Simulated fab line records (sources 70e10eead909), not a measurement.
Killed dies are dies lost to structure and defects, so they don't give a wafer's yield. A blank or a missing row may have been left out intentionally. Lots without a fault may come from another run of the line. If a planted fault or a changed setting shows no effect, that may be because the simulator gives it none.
Comparing a struck lot with a sound one + flow nand_harc + 15 steps out of a route of 1302
Sound: wafers L315.1, L315.3, L315.6. Wafers struck: L329.1, L329.4, L329.5. The cause comes at the end.
For every step that has rows: the tool of each side, followed by ch and its chambers, followed by its first start. Under that, the readings that differ: sound wafers + struck wafers + difference of the means + sigmas: that difference in standard deviations of wafers without a fault.
alike: words and numbers the same on both sides, and readings whose means are apart by under 2 such deviations; not compared: readings that were withheld, readings missing a value for some wafer, numbers with overlapping values and no deviation given by the record, and bounds like >300 which may hide the same value.
A row with sigmas, a row that says differs or no value, or rows on one side alone: a step with any of these is where the two part. Non-overlapping numbers with no deviation appear without sigmas and do not part them. A reading that every wafer of one side lacks parts them only if that side has two wafers or more.

first, 2 steps without rows for these wafers: NHARC_P_GATE_PEB_09 (peb time 85 s); NHARC_P_GATE_DEVELOP_10 (time 70 s).
NHARC_P_GATE_CD_MEAS_11: target cd 1640 nm.
  sound on cd_sem-01 ch 0, day 5 01:44; struck on cd_sem-02 ch 0, day 11 01:52
  alike: cd_nm
then, 1 step without rows for these wafers: NHARC_P_GATE_HARDBAKE_12 (time 80 s).
NHARC_P_GATE_DESCUM_13: chemistry O2, time 3 s.
  sound on rie_diel-10 ch 0,1, day 5 01:53; struck on rie_diel-06 ch 1,3, day 11 02:03
| reading                     | sound             | struck            | difference | sigmas |
|-----------------------------|-------------------|-------------------|------------|--------|
| drypump_motor_current_A (A) | 6.4 6.0 6.0       | 5.3 5.5 5.3       | -0.8       | -2     |
| oes_product_au (a.u.)       | 1.010 1.016 1.019 | 0.994 0.985 0.989 | -0.026     | -3     |
  alike: chamber_pressure_mTorr, rf_vpp_V, showerhead_plenum_p_Torr, throttle_valve_pct
  not compared: rf_hours_counter_h
then, 6 steps without rows for these wafers: NHARC_P_GATE_ETCH_14 (etches SiO2 in dHF, target depth 48.8 nm); NHARC_P_GATE_STRIP_15 (strips in SPM, time 780 s); NHARC_P_GATE_PRECLEAN_71 (cleans in SC1); NHARC_P_GATE_SRD_72; NHARC_P_GATE_OXIDE_16 (material SiO2, target thk 3 nm, ox time 392 s); NHARC_P_GATE_CVD_17 (deposits poly-Si, target thk 150 nm, time 900 s).
NHARC_P_GATE_HM_DEP_102: deposits aC, target thk 120 nm.
  sound on acl_dep-02 ch 0, day 5 16:47; struck on acl_dep-02 ch 0, day 11 16:35
  alike: throttle_valve_pct
NHARC_P_GATE_DEP_103: deposits SiON, target thk 30 nm.
  sound on pecvd-03 ch 0,1,2, day 5 17:28; struck on pecvd-01 ch 0,1, day 11 17:37
  alike: heater_power_w, rf_fwd_power_W
  not compared: since_wet_clean_h
then, 2 steps without rows for these wafers: NHARC_P_GATE_DEHYDRATE_18 (time 120 s); NHARC_END_SORT_01.

## WHERE THEY PART
Only at NHARC_P_GATE_DESCUM_13, as far as this record shows. Later steps at which nothing parts them and some readings are alike: NHARC_P_GATE_HM_DEP_102, NHARC_P_GATE_DEP_103.

WHY: what the simulator had put in
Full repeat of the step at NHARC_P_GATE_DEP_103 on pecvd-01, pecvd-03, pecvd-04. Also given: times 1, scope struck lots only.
